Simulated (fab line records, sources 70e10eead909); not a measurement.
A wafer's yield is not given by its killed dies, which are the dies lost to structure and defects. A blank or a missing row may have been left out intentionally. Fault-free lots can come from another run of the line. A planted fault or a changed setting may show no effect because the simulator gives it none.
Struck lot and sound lot, side by side ; flow nand-harc ; 15 steps out of a route of 1159
Sound: the wafers L222.3, L222.4, L222.5. Struck: wafer L233.6. (L233.2 of the same lot was not struck and is left out.) The cause comes at the end.
For every step that has rows: the tool of each side, followed by ch and its chambers, followed by its first start. Under that, the readings that differ: sound wafers ; struck wafers ; difference of the means ; sigmas: that difference in standard deviations of wafers without a fault.
alike: readings with means less than 2 such deviations apart, plus words and numbers identical on both sides. not compared: withheld readings, readings lacking a value on some wafer, bounds such as >300 that could conceal the same value, and numbers that have no deviation in the record and whose values overlap.
A row with sigmas, a row that says differs or no value, or rows on one side alone: a step with any of these is where the two part. Numbers that don't overlap but have no deviation are shown without sigmas and don't part them. A reading missing from all wafers of one side parts the sides only when that side holds two or more wafers.

first, 3 steps without rows for these wafers: NHARC_THIN_TSV_EXPOSE_09 (exposes mask TSV); NHARC_THIN_TSV_PEB_10 (peb time 85 s); NHARC_THIN_TSV_DEVELOP_11 (time 70 s).
NHARC_THIN_TSV_CD_MEAS_12 targets a cd of 1000 nm.
  sound on cd-sem-01 ch 0, day 18 22:28; struck on cd-sem-03 ch 0, day 22 04:08
  alike: cd-nm
then, 1 step without rows for these wafers: NHARC_THIN_TSV_HARDBAKE_13 (time 80 s).
NHARC_THIN_TSV_DESCUM_14: chemistry O2, time 3 s.
  sound on rie-diel-10 ch 1,2, day 18 22:38; struck on rie-diel-12 ch 1, day 22 04:19
  alike: drypump-motor-current-A, oes-product-au, rf-vpp-V, showerhead-plenum-p-Torr, throttle-valve-pct
  not compared: rf-hours-counter-h
NHARC_THIN_TSV_ETCH_44: etches the open film in CF4/O2, target depth 1594.2 nm, time 797.1 s.
  sound on rie-diel-10 ch 0,1, day 18 22:53; struck on rie-diel-12 ch 2, day 22 04:23
  alike: bias-w, drypump-motor-current-A, oes-product-au, rf-vpp-V, showerhead-plenum-p-Torr, throttle-valve-pct
  not compared: rf-hours-counter-h
NHARC_THIN_TSV_ETCH_15: target depth 3000 nm, bosch target overetch cycles 2, bosch etch step 2.8 s.
  sound on rie-si-04 ch 0,1,3, day 18 23:25; struck on rie-si-05 ch 3, day 22 04:58
  alike: drypump-motor-current-A
  not compared: rf-hours-counter-h
NHARC_THIN_TSV_CD_MEAS_16:
  sound: cd-sem-02 at day 18 23:34; struck: cd-sem-01 at day 22 05:06
  alike: cd-nm
NHARC_THIN_TSV_STRIP_45: strips in O2.
  sound on plasma-asher-02 ch 0,1, day 18 23:50; struck on plasma-asher-01 ch 1, day 22 05:26
  alike: drypump-motor-current-A, heater-power-w
  not compared: rf-hours-counter-h
then, 1 step without rows for these wafers: NHARC_THIN_TSV_STRIP_46 (strips in post etch residue remover, time 1200 s).
NHARC_THIN_TSV_DEP_47: deposits SiO2, target thk 200 nm.
  sound on pecvd-02 ch 0,2, day 19 00:37; struck on pecvd-04 ch 1, day 22 06:13
  alike: throttle-valve-pct
NHARC_THIN_TSV_ETCHBACK_48: etches the open film in C4F8/Ar, target depth 1028.5 nm, time 405.17 s.
  sound on rie-diel-10 ch 1,2, day 19 00:59; struck on rie-diel-03 ch 3, day 22 06:38
reading;sound;struck;difference;sigmas
over-etch-frac;0.3 0.3 0.3;0.20956;-0.09044;
  alike: bias-w, oes-product-au, rf-vpp-V
  not compared: rf-hours-counter-h
then, 1 step without rows for these wafers: NHARC_THIN_TSV_STRIP_62 (strips in N2/H2, time 20 s).
NHARC_END_SORT_01:
  sound on prober-02 ch 0, day 19 21:34; struck on prober-02 ch 0, day 22 22:07
  alike: defect-limited-yield, killed-at-array, killed-at-other, killed-at-periphery, killed-dies, killed-open, killed-short, sort_bin_2_pct, sort_bin_3_pct, sort_bin_4_pct, sort-n-pass, sort-rim-yield-pct, sort-yield-pct

WHERE THEY PART
Nowhere in this record.

WHY: what the simulator had put in
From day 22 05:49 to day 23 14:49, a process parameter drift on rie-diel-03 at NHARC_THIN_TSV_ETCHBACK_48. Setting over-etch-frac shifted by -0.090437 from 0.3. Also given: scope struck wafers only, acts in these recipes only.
